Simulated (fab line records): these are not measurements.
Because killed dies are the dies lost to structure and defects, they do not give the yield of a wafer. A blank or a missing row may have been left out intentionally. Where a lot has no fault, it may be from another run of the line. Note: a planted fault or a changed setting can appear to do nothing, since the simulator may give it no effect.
Matching of chambers ; flow n5-finfet ; ald-sin-01 running N5_STI_FIN_REVEAL_ALD_14: 4 sister chambers
The step deposits Si3N4, target thk 3 nm. 4 wafers are shown with their chamber, then 7 later ones without.

WAFERS, EACH WITH ITS CHAMBER
wafer;chamber;heater-power-w (W)
L080.2;1;914
L080.5;2;826
L081.2;0;744
L081.3;3;809

WAFERS WITH NO CHAMBER GIVEN
wafer;heater-power-w (W)
L081.5;801
L092.1;754
L092.3;810
L092.4;912
L093.2;919
L093.4;795
L093.6;827

WHICH CHAMBER EACH WENT THROUGH
wafer;from the rows above;in truth
L081.5;3;3
L092.1;0;0
L092.3;3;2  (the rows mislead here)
L092.4;1;1
L093.2;1;1
L093.4;3;3
L093.6;2;2
6 of 7 placed correctly. Not placeable from these rows: 0. Placed wrongly: 1.
How it was worked out, from the rows above alone: a wafer's distance from a chamber is the root of the sum, over the readings, of the square of ((its reading less the chamber's mean) divided by the reading's scatter). The wafer belongs to the nearest chamber; if the next one is less than 2 further off, it can't be placed. A chamber's mean is the mean of its shown wafers. The scatter: root of mean squared gap, hidden wafer to nearest shown wafer, with one shown wafer a chamber.
